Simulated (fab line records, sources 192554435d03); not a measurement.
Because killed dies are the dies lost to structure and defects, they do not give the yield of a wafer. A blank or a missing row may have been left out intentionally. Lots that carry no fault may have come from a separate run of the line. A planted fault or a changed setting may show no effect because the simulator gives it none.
fab line records	flow n5Finfet
record lots=6	wafers=18	lastDay=18
route steps=1938 shown BEOL_M2@891 BEOL_M3@931 PASSIVATION@1936
lots that met no fault: from a run of the same line without faults
startH: the number of hours between the record's first day and the start of the first shown wafer of the lot	waitH: hours from the lot's prior step to this one	" the same as in the row above	L1.1+2: several wafers, shown together as one row	- no value, or no start was given	* or withheld: withheld	< > ~ a bound
route shown NAME@n: a module of which the file shows steps, and the number in the route of the first	usual: mean and standard deviation over wafers with no fault	same: alike in all rows	chamber/n: place in a boat	sites: readings site by site	_std_site: how widely they spread, as a standard deviation	_edge_site: inner sites' mean taken away from outer sites' mean	radiusMm: how far each site lies from the wafer's centre	mask NAME#n: copy n	behind: the most recent tool/chamber to have shaped the wafer	hold: reason for holding the lot/hours on hold/outcome of the hold	device: names the non-switching transistor (n, p or np)	end of line: at the end of the route, the tests of the same wafers	where a step has no rows: the recipe by itself	killed: not the wafer's yield, but the dies lost to structure and defects at the first sort	map: shows each die of a wafer: x if killed, . if not, _ if none is there
set.NAME: the run value of the setting; set.NAME@STEP: its run value at that earlier step	model.NAME: the simulator's own value behind a step, which no gauge read
certain route steps with their lots: each step a table, each wafer a row
services: the hour from which a tool's chamber was out of use, counted from the record's first day as startH (under 0 if before that day), plus the number of hours and why
## steps
# step N5_BEOL_M2_ETCH_41
# recipe chemistry=CH3F/O2	target=SiCN	targetDepthA=299	taperDeg=2	timeS=52.5	ionEnergyEv=120	maskMaterial=TiN	pressureMtorr=30	sourceW=395	biasW=75	Ar_flow_sccm=150	CH3F_flow_sccm=30	O2_flow_sccm=20
# step N5_BEOL_M2_STRIP_97
# recipe chemistry=N2/H2	timeS=10	powerW=450	tempC=40	pressureMtorr=20	rfFrequencyHz=6e+07	biasPowerW=7	n2FlowSccm=200	h2FlowSccm=200
# step N5_BEOL_M2_OCD_MEAS_38
# usual trenchDepthNm=54.9/1.1
lot.wafer	tool	chamber	startH	waitH	trenchDepthNm
L251.1	ocd-02	-	149.01	-	55.8
L251.4	"	-	"	"	55.5
L251.6	"	-	"	"	55.8
L252.3	ocd-02	-	152.20	-	55.8
L252.4	"	-	"	"	56.3
L252.6	"	-	"	"	56.4
L257.2	ocd-02	-	199.17	-	54.7
L257.4	"	-	"	"	52.0
L257.6	"	-	"	"	52.9
L268.1	ocd-02	-	252.80	-	54.4
L268.5	"	-	"	"	53.4
L268.6	"	-	"	"	55.1
L270.1	ocd-02	-	274.20	-	53.1
L270.5	"	-	"	"	55.6
L270.6	"	-	"	"	54.2
L272.1	ocd-02	-	278.08	-	53.2
L272.3	"	-	"	"	55.0
L272.6	"	-	"	"	55.6
# step N5_BEOL_M2_HM_STRIP_39
# recipe chemistry=peroxideTinStrip	material=TiN	targetDepthA=250	tempC=50	timeS=158
# step N5_BEOL_M2_SRD_40
# recipe timeS=30	tempC=23	rinseLiquid=diw	dry=ipaMarangoni
# step N5_BEOL_M2_PRECLEAN_42
# recipe chemistry=residueRemover	timeS=60	tempC=40
# step N5_BEOL_M2_SRD_43
# recipe timeS=30	tempC=23	rinseLiquid=diw	dry=ipaMarangoni
# step N5_BEOL_M2_CD_MEAS_35
# recipe targetCdNm=18	targetCdYNm=22.2	polarity=opening
# usual cdNm=18.0/0.35
lot.wafer	tool	chamber	startH	waitH	cdNm
L251.1	cdSem-02	-	149.17	0.0	17.8
L251.4	"	-	"	"	18.3
L251.6	"	-	"	"	18.1
L252.3	cdSem-02	-	152.35	0.0	18.1
L252.4	"	-	"	"	18.0
L252.6	"	-	"	"	18.0
L257.2	cdSem-03	-	199.32	0.0	18.3
L257.4	"	-	"	"	17.6
L257.6	"	-	"	"	17.8
L268.1	cdSem-01	-	252.95	0.0	18.3
L268.5	"	-	"	"	18.6
L268.6	"	-	"	"	18.8
L270.1	cdSem-03	-	274.35	0.0	17.8
L270.5	"	-	"	"	18.7
L270.6	"	-	"	"	17.6
L272.1	cdSem-01	-	278.23	0.0	17.5
L272.3	"	-	"	"	17.7
L272.6	"	-	"	"	17.8
# step N5_BEOL_M2_DEGAS_44
# recipe ambient=vacuum	tempC=250	timeS=60
# usual heaterPowerW=344/42
lot.wafer	tool	chamber	startH	waitH	heaterPowerW
L251.1	pvdSputter-01	-	149.37	0.2	360
L251.4	"	-	"	"	338
L251.6	"	-	"	"	337
L252.3	pvdSputter-02	-	152.61	0.3	320
L252.4	"	-	"	"	276
L252.6	"	-	"	"	367
L257.2	pvdSputter-03	-	199.74	0.4	362
L257.4	"	-	"	"	292
L257.6	"	-	"	"	321
L268.1	pvdSputter-03	-	253.18	0.2	299
L268.5	"	-	"	"	314
L268.6	"	-	"	"	367
L270.1	pvdSputter-01	-	274.65	0.3	339
L270.5	"	-	"	"	324
L270.6	"	-	"	"	357
L272.1	pvdSputter-02	-	278.51	0.3	311
L272.3	"	-	"	"	278
L272.6	"	-	"	"	415
# step N5_BEOL_M2_PRE_CLEAN_45
# recipe gas=H2/He	timeS=30	tempC=250
# step N5_BEOL_M2_ALD_84
# recipe material=TaN	targetThkA=*	tempC=275	aldPrecursorFamily=PDMAT	aldCoReactant=NH3	pressureTorr=3	carrierFlowSccm=1500	pulseTimeS=2	purgeTimeS=3	coReactantPurgeTimeS=2	coReactantPulseTimeS=3	aldCycles=30	precursorVesselTempC=75	precursorVesselPressureTorr=26.25	precursorVesselCarrierSccm=1000
# step N5_BEOL_M2_SURFACE_TREAT_85
# recipe gas=Ar	timeS=*	ionEnergyEv=*	ionCurrentMaCm2=0.5	pressureMtorr=*	arFlowSccm=30
# step N5_BEOL_M2_CVD_47
# recipe material=Co	targetThkA=30	tempC=withheld	precursor=CCTBA/H2	pressureTorr=30	timeS=223.8
lot.wafer	tool	chamber	startH	waitH
L251.1+4+6	cvdCo-01	0,0,1	149.97	0.1
L252.3+4+6	cvdCo-01	1,1,0	153.04	0.0
L257.2+4+6	cvdCo-02	2,1,2	200.38	0.1
L268.1+5+6	cvdCo-01	1,0,1	253.77	0.1
L270.1+5+6	cvdCo-01	2,2,1	275.12	0.1
L272.1+3+6	cvdCo-02	0,1,0	279.08	0.0
# step N5_BEOL_M2_SPUTTER_48
# recipe material=Cu	targetThkA=45	tempC=-20	chamberPressurePa=0.07	powerW=withheld	timeS=8.29
# step N5_BEOL_M2_ANNEAL_49
# recipe tempC=400	timeS=240	ambient=vacuum
# step N5_BEOL_M2_SPUTTER_79
# recipe material=Cu	targetThkA=45	tempC=-20	chamberPressurePa=0.07	powerW=withheld	timeS=8.29
# step N5_BEOL_M2_ANNEAL_80
# recipe tempC=400	timeS=240	ambient=vacuum
# step N5_BEOL_M2_SPUTTER_81
# recipe material=Cu	targetThkA=45	tempC=-20	chamberPressurePa=0.07	powerW=withheld	timeS=8.29
# step N5_BEOL_M2_ANNEAL_82
# recipe tempC=400	timeS=240	ambient=vacuum
# step N5_BEOL_M2_SPUTTER_86
# recipe material=Cu	targetThkA=45	tempC=-20	chamberPressurePa=0.07	powerW=withheld	timeS=8.29
# step N5_BEOL_M2_ANNEAL_87
# recipe tempC=400	timeS=240	ambient=vacuum
# step N5_BEOL_M2_SPUTTER_88
# recipe material=Cu	targetThkA=45	tempC=-20	chamberPressurePa=0.07	powerW=withheld	timeS=8.29
# step N5_BEOL_M2_ANNEAL_89
# recipe tempC=400	timeS=240	ambient=vacuum
# usual heaterPowerW=854/100
lot.wafer	tool	chamber	startH	waitH	heaterPowerW
L251.1	pvdSputter-01	-	151.16	0.0	845
L251.4	"	-	"	"	919
L251.6	"	-	"	"	914
L252.3	pvdSputter-01	-	154.46	0.0	806
L252.4	"	-	"	"	940
L252.6	"	-	"	"	840
L257.2	pvdSputter-03	-	201.64	0.0	750
L257.4	"	-	"	"	871
L257.6	"	-	"	"	798
L268.1	pvdSputter-02	-	256.55	0.0	687
L268.5	"	-	"	"	1062
L268.6	"	-	"	"	793
L270.1	pvdSputter-02	-	276.25	0.0	1048
L270.5	"	-	"	"	913
L270.6	"	-	"	"	701
L272.1	pvdSputter-03	-	280.20	0.0	872
L272.3	"	-	"	"	787
L272.6	"	-	"	"	892
# step N5_BEOL_M2_SPUTTER_90
# recipe material=Cu	targetThkA=45	tempC=-20	chamberPressurePa=0.07	powerW=withheld	timeS=8.29
# step N5_BEOL_M2_ANNEAL_91
# recipe tempC=400	timeS=240	ambient=vacuum
# usual heaterPowerW=857/110
lot.wafer	tool	chamber	startH	waitH	heaterPowerW
L251.1	pvdSputter-01	-	151.38	0.0	834
L251.4	"	-	"	"	934
L251.6	"	-	"	"	921
L252.3	pvdSputter-01	-	154.68	0.0	796
L252.4	"	-	"	"	931
L252.6	"	-	"	"	838
L257.2	pvdSputter-03	-	201.86	0.0	723
L257.4	"	-	"	"	890
L257.6	"	-	"	"	794
L268.1	pvdSputter-02	-	256.77	0.0	680
L268.5	"	-	"	"	1068
L268.6	"	-	"	"	778
L270.1	pvdSputter-02	-	276.47	0.0	1046
L270.5	"	-	"	"	913
L270.6	"	-	"	"	689
L272.1	pvdSputter-03	-	280.42	0.0	881
L272.3	"	-	"	"	798
L272.6	"	-	"	"	883
# step N5_BEOL_M2_SPUTTER_92
# recipe material=Cu	targetThkA=45	tempC=-20	chamberPressurePa=0.07	powerW=withheld	timeS=8.29
# step N5_BEOL_M2_ANNEAL_93
# recipe tempC=400	timeS=240	ambient=vacuum
# usual heaterPowerW=857/100
lot.wafer	tool	chamber	startH	waitH	heaterPowerW
L251.1	pvdSputter-01	-	151.60	0.0	842
L251.4	"	-	"	"	944
L251.6	"	-	"	"	916
L252.3	pvdSputter-01	-	154.90	0.0	784
L252.4	"	-	"	"	971
L252.6	"	-	"	"	838
L257.2	pvdSputter-03	-	202.08	0.0	740
L257.4	"	-	"	"	901
L257.6	"	-	"	"	800
L268.1	pvdSputter-02	-	256.99	0.0	699
L268.5	"	-	"	"	1061
L268.6	"	-	"	"	794
L270.1	pvdSputter-02	-	276.69	0.0	1084
L270.5	"	-	"	"	928
L270.6	"	-	"	"	698
L272.1	pvdSputter-03	-	280.64	0.0	905
L272.3	"	-	"	"	795
L272.6	"	-	"	"	877
# step N5_BEOL_M2_SPUTTER_94
# recipe material=Cu	targetThkA=45	tempC=-20	chamberPressurePa=0.07	powerW=withheld	timeS=8.29
# step N5_BEOL_M2_ANNEAL_95
# recipe tempC=400	timeS=240	ambient=vacuum
# step N5_BEOL_M2_SPUTTER_96
# recipe material=Cu	targetThkA=45	tempC=-20	chamberPressurePa=0.07	powerW=withheld	timeS=8.29
# step N5_BEOL_M2_ECD_50
# recipe material=Cu	targetThkA=3000
# step N5_BEOL_M2_ANNEAL_51
# recipe tempC=225	timeS=90	ambient=N2
# step N5_BEOL_M2_CMP_52
# recipe stopOn=SiOC	tOverpolishS=6.8	downForcePsi=1	platenRpm=50	clearingPlatenDownForcePsi=1.5	clearingPlatenRpm=50	postCmpClean=cuAlkaline	targetThkNm=40	clearingPlatenPadVelocityMS=0.99484	padVelocityMS=0.99484
# usual barrierFieldEndpointS=24.7/0.58	motorCurrentA=6.4/0.99	overpolishRunS=6.801/0.0093	timeToEndpointS=62.5/2.7
lot.wafer	tool	chamber	startH	waitH	barrierFieldEndpointS	motorCurrentA	overpolishRunS	timeToEndpointS
L251.1	cmp-02	1	152.49	0.3	24.9	6.2	6.811	61.1
L251.4	"	3	"	"	25.4	5.4	6.793	62.4
L251.6	"	0	"	"	25.3	4.7	6.802	63.7
L252.4	cmp-01	1	155.86	0.1	25.6	7.7	6.797	62.0
L252.3	"	2	"	"	24.4	7.8	6.808	60.6
L252.6	"	2	"	"	25.1	7.7	6.785	65.2
L257.2	cmp-01	1	202.97	0.2	25.3	7.6	6.804	69.2
L257.4	"	2	"	"	25.1	8.0	6.805	65.7
L257.6	"	0	"	"	24.7	6.3	6.809	62.6
L268.1	cmp-01	2	257.85	0.3	24.5	8.1	6.794	60.6
L268.5	"	2	"	"	24.8	7.6	6.796	63.2
L268.6	"	3	"	"	24.8	6.3	6.806	61.1
L270.1	cmp-03	3	277.58	0.3	23.7	6.8	6.804	59.4
L270.5	"	2	"	"	23.8	4.6	6.800	61.8
L270.6	"	3	"	"	24.7	6.0	6.811	62.6
L272.1	cmp-03	0	281.51	0.3	25.1	5.5	6.806	64.2
L272.3	"	1	"	"	25.0	6.3	6.802	63.5
L272.6	"	0	"	"	24.8	5.1	6.800	62.0
# step N5_BEOL_M2_THK_MEAS_53
# recipe thkMeasGauge=xrf	reads=Cu_of_BEOL_M2_ECD_50
# usual M2_THK=40.0/1.7
lot.wafer	tool	chamber	startH	waitH	M2_THK[nm]
L251.1	filmMetro-01	-	152.75	-	41.7
L251.4	"	-	"	"	41.8
L251.6	"	-	"	"	42.9
L252.3	filmMetro-02	-	156.16	-	42.4
L252.4	"	-	"	"	43.2
L252.6	"	-	"	"	43.2
L257.2	filmMetro-02	-	203.23	-	40.3
L257.4	"	-	"	"	37.0
L257.6	"	-	"	"	36.6
L268.1	filmMetro-01	-	258.14	-	38.5
L268.5	"	-	"	"	38.3
L268.6	"	-	"	"	40.5
L270.1	filmMetro-01	-	277.84	-	37.8
L270.5	"	-	"	"	41.3
L270.6	"	-	"	"	37.1
L272.1	filmMetro-01	-	281.80	-	37.3
L272.3	"	-	"	"	41.9
L272.6	"	-	"	"	41.6
# step N5_BEOL_M2_PRE_CLEAN_60
# recipe gas=NH3/H2	timeS=15	tempC=*	rfPowerW=300
# step N5_BEOL_M2_CO_CAP_55
# recipe material=Co	targetThkA=20	tempC=200	precursor=CCTBA/H2	pressureTorr=30	timeS=102.1
# step N5_BEOL_M2_PRE_CLEAN_56
# recipe gas=NH3	timeS=15	tempC=withheld	rfPowerW=300
# step N5_BEOL_M2_DEP_57
# recipe material=SiCN	targetThkA=80	tempC=withheld	precursor=3MS/NH3	pressureTorr=3	rfW=202	timeS=14
# step N5_BEOL_M2_RS_MEAS_58
# recipe thkMeasGauge=four-point-probe	reads=Co_of_BEOL_M2_CO_CAP_55+Cu_of_BEOL_M2_ECD_50+Co_of_BEOL_M2_CVD_47+TaN_of_BEOL_M2_ALD_84
# usual M2_RS=0.68/0.037
lot.wafer	tool	chamber	startH	waitH	M2_RS[ohm/sq]
L251.1	filmMetro-01	-	153.01	0.0	0.65
L251.4	"	-	"	"	0.65
L251.6	"	-	"	"	0.63
L252.3	filmMetro-02	-	156.42	0.1	0.63
L252.4	"	-	"	"	0.61
L252.6	"	-	"	"	0.62
L257.2	filmMetro-02	-	203.51	0.1	0.68
L257.4	"	-	"	"	0.75
L257.6	"	-	"	"	0.77
L268.1	filmMetro-01	-	258.40	0.0	0.72
L268.5	"	-	"	"	0.72
L268.6	"	-	"	"	0.67
L270.1	filmMetro-02	-	278.10	0.0	0.72
L270.5	"	-	"	"	0.64
L270.6	"	-	"	"	0.74
L272.1	filmMetro-01	-	282.06	0.0	0.74
L272.3	"	-	"	"	0.64
L272.6	"	-	"	"	0.64
# step N5_BEOL_M3_ILD_DEP_00
# recipe material=SiOC	targetThkA=790	tempC=350	precursor=DEMS/O2	pressureTorr=5	rfW=500	timeS=15.3
# step N5_BEOL_M3_THK_MEAS_01
# recipe reads=SiOC_of_BEOL_M3_ILD_DEP_00
# usual M3_ILD_THK=78.8/1
lot.wafer	tool	chamber	startH	waitH	M3_ILD_THK[nm]
L251.1	filmMetro-01	-	153.14	0.0	78.4
L251.4	"	-	"	"	79.9
L251.6	"	-	"	"	78.1
L252.3	filmMetro-01	-	156.60	0.1	77.8
L252.4	"	-	"	"	78.1
L252.6	"	-	"	"	80.6
L257.2	filmMetro-01	-	203.67	0.1	77.7
L257.4	"	-	"	"	78.4
L257.6	"	-	"	"	78.6
L268.1	filmMetro-02	-	258.53	0.0	77.6
L268.5	"	-	"	"	79.4
L268.6	"	-	"	"	78.4
L270.1	filmMetro-02	-	278.23	0.0	79.1
L270.5	"	-	"	"	80.3
L270.6	"	-	"	"	79.6
L272.1	filmMetro-02	-	282.19	0.0	77.7
L272.3	"	-	"	"	77.8
L272.6	"	-	"	"	78.3
# step N5_PASSIVATION_PROBE_49
# usual defectLimitedYield=91.0/1.5	killed_at_M0_to_M3=33/9.4	killed_at_M4_up=14/4.8	killedAtContacts=13/7.3	killedAtFrontEnd=43/13	killedAtOther=3.6/2.9	killedDies=106/18	killedOnRim=14/4.2	killedOpen=69/13	killedShort=35/8.2	sort_bin_5_function=5.3/1	sort_bin_6_memory=3.3/0.68	sort_bin_8_speed=0.01/0.027	sortNPass=1074/18	sortYieldPct=91.0/1.5
# same grossDies=1180	killedAtBackSide=0	sort_bin_4_leakage[%]=0
lot.wafer	tool	chamber	startH	waitH	defectLimitedYield[%]	killed_at_M0_to_M3	killed_at_M4_up	killedAtContacts	killedAtFrontEnd	killedAtOther	killedDies	killedOnRim	killedOpen	killedShort	sort_bin_5_function[%]	sort_bin_6_memory[%]	sort_bin_8_speed[%]	sortNPass	sortYieldPct[%]
L252.3	prober-01	-	289.53	0.1	91.2	38	15	6	39	6	104	12	64	37	5.4	3.1	0	1076	91.2
L252.4	prober-01	-	289.58	0.2	90.1	39	13	13	49	3	117	11	80	37	6.2	3.6	0	1063	90.1
L252.6	prober-01	-	289.68	0.3	92.7	30	11	9	29	7	86	12	59	27	4.7	2.4	0	1094	92.7
L251.1	prober-02	-	290.21	0.0	90.0	41	17	4	55	1	118	16	81	37	6.4	3.3	0	1062	90.0
L251.4	prober-02	-	290.36	0.2	90.3	41	7	24	42	0	114	9	76	37	5.3	4.2	0	1066	90.3
L251.6	prober-02	-	290.46	0.3	90.8	38	15	17	36	2	108	15	68	36	5.0	3.5	0	1072	90.8
L257.2	prober-01	-	325.61	0.1	90.7	26	15	6	61	2	110	19	66	43	6.0	3.1	0	1070	90.7
L257.4	prober-01	-	325.71	0.2	88.1	29	15	7	86	4	141	21	91	50	7.0	4.2	0	1039	88.1
L257.6	prober-01	-	325.81	0.3	91.7	14	13	6	63	2	98	11	64	32	5.7	2.3	0	1082	91.7
L268.1	prober-01	-	400.35	0.0	86.7	77	21	22	31	6	157	22	68	35	8.2	3.7	0	1023	86.7
L268.5	prober-01	-	400.55	0.2	83.2	104	21	19	44	10	198	38	95	31	10.4	4.7	0	982	83.2
L268.6	prober-01	-	400.60	0.3	86.3	75	9	30	46	2	162	30	74	36	8.0	4.4	0.17	1016	86.1
L270.1	prober-01	-	421.92	0.0	85.8	99	5	17	46	1	168	34	63	33	8.7	3.7	0	1012	85.8
L270.5	prober-01	-	422.12	0.2	85.2	111	10	14	38	2	175	27	63	36	9.3	3.8	0	1005	85.2
L270.6	prober-01	-	422.17	0.3	88.6	73	23	17	22	0	135	30	42	40	6.4	3.2	0	1045	88.6
# killed by level:class
L252.3 GATE_CUT:geometricParticle:open=10 BEOL_M0_SAQP:geometricParticle:short=8 BEOL_M1:geometricParticle:open=8 BEOL_M4:geometricParticle:open=8 BEOL_M2:geometricParticle:open=7 STI_FIN_REVEAL:geometricParticle:open=6 MOL_CONTACT_COAG:geometricParticle:open=6 FIN_SAQP:geometricParticle:short=5
L252.4 STI_FIN_REVEAL:geometricParticle:open=12 MOL_CONTACT_COAG:geometricParticle:open=11 BEOL_M3:geometricParticle:open=9 BEOL_M0_SAQP:geometricParticle:short=8 FIN_SAQP:geometricParticle:open=7 GATE_CUT:geometricParticle:short=7 GATE_CUT:geometricParticle:open=6 BEOL_M1:geometricParticle:open=5
L252.6 STI_FIN_REVEAL:geometricParticle:open=9 BEOL_M2:geometricParticle:open=9 MOL_CONTACT_COAG:geometricParticle:open=8 DUMMY_GATE:geometricParticle:open=6 BEOL_M0_SAQP:geometricParticle:short=4 BEOL_M1:geometricParticle:open=4 BEOL_M4:geometricParticle:open=4 FIN_SAQP:geometricParticle:short=3
L251.1 BEOL_M2:geometricParticle:open=11 GATE_CUT:geometricParticle:open=9 BEOL_M0_SAQP:geometricParticle:short=9 BEOL_M1:geometricParticle:open=9 BEOL_M5:geometricParticle:open=9 FIN_SAQP:geometricParticle:short=8 STI_FIN_REVEAL:geometricParticle:open=8 GATE_CUT:geometricParticle:short=6
L251.4 MOL_CONTACT_COAG:geometricParticle:open=22 STI_FIN_REVEAL:geometricParticle:open=11 BEOL_M2:geometricParticle:open=11 GATE_CUT:geometricParticle:short=9 DUMMY_GATE:geometricParticle:open=6 BEOL_M1:geometricParticle:short=6 BEOL_M2:geometricParticle:short=6 STI_FIN_REVEAL:geometricParticle:short=4
L251.6 MOL_CONTACT_COAG:geometricParticle:open=11 BEOL_M2:geometricParticle:open=9 GATE_CUT:geometricParticle:short=8 BEOL_M0_SAQP:geometricParticle:open=8 FIN_SAQP:geometricParticle:open=7 MOL_CONTACT_COAG:geometricParticle:short=6 GATE_CUT:geometricParticle:open=5 BEOL_M1:geometricParticle:open=5
L257.2 FIN_SAQP:geometricParticle:short=16 FIN_SAQP:geometricParticle:open=12 STI_FIN_REVEAL:geometricParticle:open=12 BEOL_M4:geometricParticle:open=8 BEOL_M0_SAQP:geometricParticle:open=7 GATE_CUT:geometricParticle:short=6 BEOL_M3:geometricParticle:open=5 BEOL_M2:geometricParticle:open=5
L257.4 FIN_SAQP:geometricParticle:short=20 FIN_SAQP:geometricParticle:open=19 STI_FIN_REVEAL:geometricParticle:open=16 DUMMY_GATE:geometricParticle:open=11 BEOL_M0_SAQP:geometricParticle:short=8 BEOL_M4:geometricParticle:open=8 BEOL_M2:geometricParticle:open=6 GATE_CUT:geometricParticle:short=5
L257.6 STI_FIN_REVEAL:geometricParticle:open=18 FIN_SAQP:geometricParticle:open=15 FIN_SAQP:geometricParticle:short=7 BEOL_M2:geometricParticle:open=7 BEOL_M4:geometricParticle:open=6 ILD0:geometricParticle:short=5 MOL_CONTACT_COAG:geometricParticle:open=5 STI_FIN_REVEAL:geometricParticle:short=3
L268.1 BEOL_M2:unspecified=51 MOL_CONTACT_COAG:geometricParticle:open=15 MOL_CONTACT_COAG:geometricParticle:short=7 BEOL_M4:geometricParticle:short=7 STI_FIN_REVEAL:geometricParticle:open=6 BEOL_M1:geometricParticle:open=6 BEOL_M2:geometricParticle:open=6 BEOL_M4:geometricParticle:open=6
L268.5 BEOL_M2:unspecified=65 MOL_CONTACT_COAG:geometricParticle:open=16 BEOL_M2:geometricParticle:open=13 BEOL_M0_SAQP:geometricParticle:open=8 BEOL_M3:geometricParticle:open=8 STI_FIN_REVEAL:geometricParticle:open=7 FIN_SAQP:geometricParticle:open=6 DUMMY_GATE:geometricParticle:open=6
L268.6 BEOL_M2:unspecified=49 MOL_CONTACT_COAG:geometricParticle:open=17 STI_FIN_REVEAL:geometricParticle:open=13 MOL_CONTACT_COAG:geometricParticle:short=13 FIN_SAQP:geometricParticle:open=11 BEOL_M2:geometricParticle:open=11 FIN_SAQP:geometricParticle:short=4 STARTING-WAFER:geometricParticle:short=4
L270.1 BEOL_M2:unspecified=72 FIN_SAQP:geometricParticle:short=11 MOL_CONTACT_COAG:geometricParticle:open=11 FIN_SAQP:geometricParticle:open=9 GATE_CUT:geometricParticle:open=7 BEOL_M0_SAQP:geometricParticle:open=7 MOL_CONTACT_COAG:geometricParticle:short=6 BEOL_M3:geometricParticle:open=6
L270.5 BEOL_M2:unspecified=70 BEOL_M0_SAQP:geometricParticle:open=18 BEOL_M0_SAQP:geometricParticle:short=14 MOL_CONTACT_COAG:geometricParticle:open=10 FIN_SAQP:geometricParticle:short=7 FIN_SAQP:geometricParticle:open=6 STARTING-WAFER:geometricParticle:open=5 HKMG_FIN:areaEtch=5
L270.6 BEOL_M2:unspecified=46 MOL_CONTACT_COAG:geometricParticle:open=13 BEOL_M4:geometricParticle:open=10 BEOL_M0_SAQP:geometricParticle:short=9 BEOL_M0:geometricParticle:short=7 FIN_SAQP:geometricParticle:short=5 MOL_CONTACT_COAG:geometricParticle:short=4 BEOL_M3:geometricParticle:open=4
# map L268.5 (x killed, . not)
_________________.....xxx.x.x________________
______________x................x_____________
___________.......x..........x..x..__________
__________............x......x......_________
________..xx.x...................x...._______
_______x....x..x......x................______
______..........x.x..x...........x......_____
_____..........x..x.xx.....x.............____
____........................xx.......xx...___
___.....x.........x...xxx..........xx.....x__
___.......................x...............x__
__...x......................x..............._
__x..x.x...x.....x...x...x..............x..._
_xxxx...x.......xx........x........x......xxx
_xxxxxxx........x..x...x.x..x...x............
_xxxxxxxx............x......x.x......x.......
_xxxxxxxx.x...x.......x....x..x..............
_xxxxxxx.xx.......................x..x.......
_xxxx.x.....x.....x.........x................
_xxxxxxxx............x.x.............x..x....
_xxxxxx......................xx..............
__.xxx...x.x.................x...x....xx...._
__xxxxx..............x.....x...x.........x.._
___.x..............x...........x.....x.....__
___......x.xxx.....xx............x........x__
____.x.x...............x........x.......x.___
_____x........x..........x.........x.....____
______x.x......x........................_____
_______.....x.........................x______
________.................x............_______
__________......x...............x..._________
___________......x.................__________
______________x.......x.x.x.x.x._____________
_________________........x..x________________
# map L270.5 (x killed, . not)
_________________.....xxxxxxx________________
______________.......x.xxxxxxxxx_____________
___________.....x.x..xxxxxxxxxxxxxx__________
__________...........x.xxxxxxxxxx..x_________
________..............xxxxxxxxxxxxx..._______
_______x...x...........x..xxxx.xx....xx______
______.x.....x.....x.......xx.xx.x.....x_____
_____....x........x..x.xxxxx.xx...x..x...____
____...............x.........x............___
___.x.............x......x......xx....x...x__
___...........x.......x....xx..........x...__
__..x......................................._
__.................x.............x..xx...x.._
_....x...x....x......x...x.................x.
_.................x..xx.x........x...........
_......x...........................x.........
_......................xx..xx..x..x.x..x..x..
_........x......x...........x.............x..
_..x.......................x..x....x.......x.
_....x................x......................
_......x..............x..x............x......
__...x..x.........................x........x_
__.........................x.....x...x......_
___........x..x..x............x.........x..__
___...........x............................__
____................x......x...x..........___
_____.....x........x..........x..........____
______.x......x............x............_____
_______.......x...............x........______
________.......................x......_______
__________.x........................_________
___________....x...................__________
______________.......x.........._____________
_________________............________________
## services
tool	chamber	startH	hours	kind
cmp-03	-	128.46	4.0	pm
cmp-03	-	132.46	-	consumableReplace:conditioner
cmp-03	-	132.46	-	consumableReplace:pad
pvdSputter-03	-	137.72	2.9	repair
cmp-01	-	149.02	0.2	repair
cmp-01	-	161.62	0.5	repair
pvdSputter-03	-	164.10	7.1	repair
cvdCo-01	2	169.77	3.3	repair
cmp-01	-	171.43	1.2	repair
cmp-02	-	172.72	1.7	repair
cmp-03	-	189.88	1.2	repair
cmp-03	-	199.47	10.9	pm
cmp-01	-	203.68	4.0	pm
cvdCo-02	-	216.98	2.8	pm
cmp-03	-	217.35	4.0	repair
cmp-03	-	227.05	4.2	repair
cmp-02	-	236.73	2.3	repair
cmp-02	-	263.21	4.0	pm
cmp-02	-	267.21	-	consumableReplace:conditioner
cmp-02	-	267.21	-	consumableReplace:pad
## key
firstSign step=N5_PASSIVATION_PROBE_49	reading=killed_at_M0_to_M3	direction=up	sigmas=6	usual=33	struck=90
effect step=N5_PASSIVATION_PROBE_49	reading=killedDies	direction=up	sigmas=3.3	usual=106	struck=166
moreKillsBornAt N5_BEOL_M2_CVD_47@cvdCo-01=353
metAt N5_BEOL_M2_CVD_47
struckWafers L268.1,L268.5,L268.6,L270.1,L270.5,L270.6
onsetBetween 153.04 253.77
alsoFits N5_BEOL_M2_ANNEAL_89:pvdSputter-02,N5_BEOL_M2_ANNEAL_91:pvdSputter-02,N5_BEOL_M2_ANNEAL_93:pvdSputter-02
fault kind=chamberParticleSource	tool=cvdCo-01	chamber=-	onsetH=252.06	steps=N5_BEOL_M2_CVD_47	ratePerVisitCm2=0.37628	endH=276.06
